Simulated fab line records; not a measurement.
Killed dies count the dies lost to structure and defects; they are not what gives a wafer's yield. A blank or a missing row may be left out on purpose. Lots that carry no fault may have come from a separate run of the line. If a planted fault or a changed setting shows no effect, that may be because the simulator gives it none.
Split-lot experiment + flow n5 finfet + 21 wafers read across 7 lots, on a route 1938 steps long

== SPLIT DETAILS ==
At N5_BEOL_M13_DEP_53 (deposits SiCN from 3MS/NH3, target thk 50 nm, time 17.8 s), the setting time s was moved away from the recipe's 17.8 s on 7 of the 21 wafers read, by -12.1% to +13.1%. For the rest of the wafers, this setting stayed at what the recipe calls for.

The reading comes from the split's own step.

== THE READING ==
SiCN_of_BEOL_M13_DEP_53.thk nm (the simulator's own value, which no gauge read), in nm, at N5_BEOL_M13_DEP_53 (deposits SiCN from 3MS/NH3, target thk 50 nm, time 17.8 s). There is no usual value for it anywhere in the file. Here, 14 wafers ran the recipe; their average is 50.2 nm with a standard deviation of 0.82 nm.

| wafer  | tool, chamber at the split | time s as run, s | against the recipe | SiCN_of_BEOL_M13_DEP_53.thk nm, nm | against lot-mates on the recipe |
|--------|----------------------------|------------------|--------------------|------------------------------------|---------------------------------|
| L080.1 | pecvd-01, 1                | 15.82            | -11.1%             | 45                                 | -6.0                            |
| L080.2 | pecvd-01, 0                | 15.82            | -11.1%             | 45.2                               | -5.8                            |
| L080.5 | pecvd-01, 2                | 17.8             | recipe             | 51                                 | -                               |
| L087.1 | pecvd-04, 2                | 17.8             | recipe             | 49.2                               | -                               |
| L087.2 | pecvd-04, 1                | 19.07            | +7.1%              | 52.4                               | +2.8                            |
| L087.4 | pecvd-04, 1                | 17.8             | recipe             | 50                                 | -                               |
| L090.1 | pecvd-01, 0                | 20.13            | +13.1%             | 56.8                               | +6.3                            |
| L090.5 | pecvd-01, 2                | 17.8             | recipe             | 50.6                               | -                               |
| L090.6 | pecvd-01, 1                | 17.8             | recipe             | 50.4                               | -                               |
| L091.1 | pecvd-01, 2                | 15.64            | -12.1%             | 43.4                               | -7.2                            |
| L091.5 | pecvd-01, 1                | 17.8             | recipe             | 50.8                               | -                               |
| L091.6 | pecvd-01, 0                | 17.8             | recipe             | 50.4                               | -                               |
| L093.1 | pecvd-04, 2                | 17.8             | recipe             | 49.8                               | -                               |
| L093.2 | pecvd-04, 1                | 17.8             | recipe             | 49.4                               | -                               |
| L093.5 | pecvd-04, 0                | 17.8             | recipe             | 50.8                               | -                               |
| L095.1 | pecvd-03, 1                | 16.57            | -6.9%              | 45.4                               | -2.8                            |
| L095.3 | pecvd-03, 0                | 17.8             | recipe             | 48.2                               | -                               |
| L095.6 | pecvd-03, 1                | 16.57            | -6.9%              | 46                                 | -2.2                            |
| L096.1 | pecvd-01, 2,1              | 17.8             | recipe             | 50.2                               | -                               |
| L096.3 | pecvd-01, 2,1              | 17.8             | recipe             | 50.2                               | -                               |
| L096.6 | pecvd-01, 0                | 17.8             | recipe             | 51.6                               | -                               |
Where a row lists several chambers, the file gives one row for several wafers and doesn't say which wafer went through which chamber.

FIT RESULTS
A straight line over all 21 wafers: SiCN_of_BEOL_M13_DEP_53.thk nm changes by +0.499 nm for each +1% of time s; r = +0.96; the points scatter about the line by 0.86 nm.
The same after taking each lot's own level away (the mean of its wafers on the recipe; 21 wafers): +0.497 nm for each +1%; r = +0.98; scatter 0.6 nm.
The reading moves by 6.5 nm for the largest change in time s, on that fit.
The lots' own levels span 48.20 to 51.00 nm, that is 3.4 times the standard deviation above.
The two slopes agree, so the slope changes little with the lot-to-lot level.
Check: with one of the wafers moved furthest among these (+13.1%) left out of the fit, the line predicts +6.55 nm for it against its lot-mates. It came out at +6.3 nm against them.

== THE OTHER SPLITS THESE WAFERS WENT THROUGH ==
Note: prior to the reading, these wafers also went through further splits. Each is held against what the fit with the lots' levels taken away leaves over:
| other split on the same wafers | wafers away from the commonest value | r with SiCN_of_BEOL_M13_DEP_53.thk nm (lot level and that fit taken away) |
|--------------------------------|--------------------------------------|---------------------------------------------------------------------------|
| N5_BEOL_M13_ETCH_59 bias w     | 4                                    | -0.14                                                                     |
| N5_BEOL_M13_EXPOSE_25 dose mj  | 4                                    | +0.41                                                                     |

== FILE'S OWN FIT ==
SiCN_of_BEOL_M13_DEP_53.thk nm changes by +0.504 nm for each +1% of time s, r = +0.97.
